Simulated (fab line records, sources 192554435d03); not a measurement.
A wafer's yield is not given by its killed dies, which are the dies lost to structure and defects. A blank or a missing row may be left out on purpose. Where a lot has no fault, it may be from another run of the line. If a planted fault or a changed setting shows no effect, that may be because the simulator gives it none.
The tool behind it: which one? ; flow n5-finfet ; Sampling: 8 lots, 24 wafers, 5 of 1938 route steps

## WHAT THE GAUGES SHOWED, per wafer
N5_BEOL_M2_INSPECT_59: inspects for defects (darkfield).
lot;measured;on;raw-defect-count
L985;day 8 05:28;defect-inspect-02;111 161 112
L989;day 8 11:52;defect-inspect-01;46 57 49
L991;day 8 23:42;defect-inspect-02;69 93 59
L995;day 10 10:20;defect-inspect-02;451 97 96
L999;day 11 06:52;defect-inspect-01;402 143 83
L102;day 11 17:47;defect-inspect-01;62 88 129
L105;day 12 16:31;defect-inspect-01;67 55 42
L103;day 12 17:07;defect-inspect-02;43 92 66

## EACH LOT AND THE TOOL THAT RAN IT (in order: tool; ch and the chambers of the sampled wafers; start)
lot;N5_BEOL_M2_SPUTTER_90;N5_BEOL_M2_ANNEAL_91;N5_BEOL_M2_SPUTTER_96;N5_BEOL_M2_CMP_52
L985;pvd-sputter-03, day 8 03:41;pvd-sputter-03, day 8 03:46;pvd-sputter-03, day 8 04:20;cmp-04 ch 0,1, day 8 04:50
L989;pvd-sputter-03, day 8 10:01;pvd-sputter-03, day 8 10:06;pvd-sputter-03, day 8 10:41;cmp-03 ch 1,2,3, day 8 11:17
L991;pvd-sputter-02, day 8 21:58;pvd-sputter-02, day 8 22:02;pvd-sputter-02, day 8 22:37;cmp-01 ch 0,3, day 8 23:07
L995;pvd-sputter-02, day 10 08:29;pvd-sputter-02, day 10 08:34;pvd-sputter-02, day 10 09:09;cmp-03 ch 1,2, day 10 09:41
L999;pvd-sputter-02, day 11 05:08;pvd-sputter-02, day 11 05:13;pvd-sputter-02, day 11 05:47;cmp-03 ch 1,2,3, day 11 06:22
L102;pvd-sputter-02, day 11 16:04;pvd-sputter-02, day 11 16:08;pvd-sputter-02, day 11 16:43;cmp-04 ch 1,2,3, day 11 17:13
L105;pvd-sputter-01, day 12 14:45;pvd-sputter-01, day 12 14:50;pvd-sputter-01, day 12 15:25;cmp-01 ch 1,3, day 12 15:57
L103;pvd-sputter-03, day 12 15:22;pvd-sputter-03, day 12 15:27;pvd-sputter-03, day 12 16:02;cmp-04 ch 1,2, day 12 16:31
- N5_BEOL_M2_SPUTTER_90: material Cu, target thk 4.5 nm, time 8.29 s.
- N5_BEOL_M2_ANNEAL_91: time 240 s.
- N5_BEOL_M2_SPUTTER_96: material Cu, target thk 4.5 nm, time 8.29 s.
- N5_BEOL_M2_CMP_52: polishes, stops on SiOC, t overpolish 6.8 s, target thk 40 nm.

## THE ANSWER, worked out from the rows above alone
Rule: what is usual is taken from the lots themselves. Put in order of their means at a reading, lots are off if they are a third of the lots or fewer, leave a main group of 4 or more, and stand apart from it by a gap of 3 or more times the standard deviation of the main group's means; of several such gaps the widest counts. A main group is skipped when, at the precision printed for the reading in the tables above, its means are all equal. A lot without any number at a reading at which 4 lots or more have one is off too. All remaining lots with rows at the step are treated as sound.
Off at N5_BEOL_M2_INSPECT_59 (raw-defect-count): L995, L999. The main group has a mean of 78 with a standard deviation of 26.
If a tool, at a process step before that reading, ran all the lots that are off and no sound lot after the first of them, it fits. Gauges at N5_BEOL_M2_INSPECT_59: tried the same way as those tools. One fits: cmp-03 at N5_BEOL_M2_CMP_52. A fault onset in the window from L989 (day 8 11:17, its last sound lot) to L995 (day 10 09:41, its first lot off) fits.

## WHAT WAS PUT IN BY THE SIMULATOR
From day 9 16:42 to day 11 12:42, cmp-03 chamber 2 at N5_BEOL_M2_CMP_52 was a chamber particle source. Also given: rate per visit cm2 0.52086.
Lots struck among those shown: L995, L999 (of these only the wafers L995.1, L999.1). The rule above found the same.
